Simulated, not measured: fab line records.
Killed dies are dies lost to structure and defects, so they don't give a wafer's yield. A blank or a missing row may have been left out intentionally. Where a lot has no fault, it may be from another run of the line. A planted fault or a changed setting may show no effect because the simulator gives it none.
Matching of chambers || flow n5Finfet || N5_MOL_CONTACT_COAG_ALD_133 on aldSin-02: 4 sister chambers
The step deposits SiO2, target thk 5 nm, pulse time 1 s, co reactant pulse time 1 s. 16 wafers are shown with their chamber, then 8 later ones without.

== EACH WAFER AND ITS CHAMBER ==
{"wafer": "L077.1", "chamber": 0, "heaterPowerW (W)": 81, "precursorPulseHeightRel": 0.974}
{"wafer": "L077.2", "chamber": 3, "heaterPowerW (W)": 76, "precursorPulseHeightRel": 1.012}
{"wafer": "L077.4", "chamber": 1, "heaterPowerW (W)": 80, "precursorPulseHeightRel": 0.982}
{"wafer": "L081.3", "chamber": 3, "heaterPowerW (W)": 77, "precursorPulseHeightRel": 1.007}
{"wafer": "L081.5", "chamber": 0, "heaterPowerW (W)": 78, "precursorPulseHeightRel": 1.029}
{"wafer": "L081.6", "chamber": 1, "heaterPowerW (W)": 77, "precursorPulseHeightRel": 0.983}
{"wafer": "L083.3", "chamber": 0, "heaterPowerW (W)": 79, "precursorPulseHeightRel": 1.023}
{"wafer": "L083.4", "chamber": 2, "heaterPowerW (W)": 69, "precursorPulseHeightRel": 0.989}
{"wafer": "L083.5", "chamber": 2, "heaterPowerW (W)": 71, "precursorPulseHeightRel": 1.000}
{"wafer": "L085.3", "chamber": 3, "heaterPowerW (W)": 77, "precursorPulseHeightRel": 1.007}
{"wafer": "L085.5", "chamber": 3, "heaterPowerW (W)": 77, "precursorPulseHeightRel": 0.995}
{"wafer": "L085.6", "chamber": 2, "heaterPowerW (W)": 70, "precursorPulseHeightRel": 1.000}
{"wafer": "L087.1", "chamber": 3, "heaterPowerW (W)": 77, "precursorPulseHeightRel": 1.000}
{"wafer": "L087.3", "chamber": 0, "heaterPowerW (W)": 79, "precursorPulseHeightRel": 0.959}
{"wafer": "L087.4", "chamber": 1, "heaterPowerW (W)": 81, "precursorPulseHeightRel": 1.005}
{"wafer": "L091.1", "chamber": 3, "heaterPowerW (W)": 75, "precursorPulseHeightRel": 0.969}

SIGNATURES (averages over the wafers above)
{"reading": "heaterPowerW", "chamber 0": 79.25, "chamber 1": 79.33, "chamber 2": 70.00, "chamber 3": 76.50, "scatter within a chamber": 1.26}
{"reading": "precursorPulseHeightRel", "chamber 0": 0.99625, "chamber 1": 0.99000, "chamber 2": 0.99633, "chamber 3": 0.99833, "scatter within a chamber": 0.021}
Rule: for each reading, subtract the chamber's mean from the wafer's reading, divide by that reading's scatter and square the result; add these up over the readings and take the root, which gives the wafer's distance from the chamber. If the next closest chamber is less than 2 further off than the closest, the wafer can't be placed; otherwise it belongs to the closest. How the scatter is found: for the shown wafers, subtract from each reading the mean of its chamber, square and add these, divide the total by (wafers less chambers), then take the root.

== WAFERS WHOSE CHAMBER IS MISSING ==
{"wafer": "L091.3", "heaterPowerW (W)": 81, "precursorPulseHeightRel": 0.985}
{"wafer": "L091.6", "heaterPowerW (W)": 80, "precursorPulseHeightRel": 0.995}
{"wafer": "L092.3", "heaterPowerW (W)": 80, "precursorPulseHeightRel": 1.000}
{"wafer": "L092.4", "heaterPowerW (W)": 78, "precursorPulseHeightRel": 1.003}
{"wafer": "L092.5", "heaterPowerW (W)": 76, "precursorPulseHeightRel": 0.969}
{"wafer": "L097.1", "heaterPowerW (W)": 78, "precursorPulseHeightRel": 1.011}
{"wafer": "L097.2", "heaterPowerW (W)": 78, "precursorPulseHeightRel": 0.967}
{"wafer": "L097.4", "heaterPowerW (W)": 71, "precursorPulseHeightRel": 1.020}

== WHICH CHAMBER EACH ONE RAN IN ==
{"wafer": "L091.3", "from the rows above": "can't be placed: 1 or 0", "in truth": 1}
{"wafer": "L091.6", "from the rows above": "can't be placed: 1 or 0", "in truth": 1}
{"wafer": "L092.3", "from the rows above": "can't be placed: 0 or 1", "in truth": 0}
{"wafer": "L092.4", "from the rows above": "can't be placed: 0 or 3 or 1", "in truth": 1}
{"wafer": "L092.5", "from the rows above": "can't be placed: 3 or 1 or 0", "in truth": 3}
{"wafer": "L097.1", "from the rows above": "can't be placed: 0 or 3 or 1", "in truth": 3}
{"wafer": "L097.2", "from the rows above": "can't be placed: 1 or 0 or 3", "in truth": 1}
{"wafer": "L097.4", "from the rows above": 2, "in truth": 2}
Correct placement for 1 of the 8. Cannot be placed on the basis of these rows: 7; the candidates contain the true chamber in 7. 0 placed wrongly.
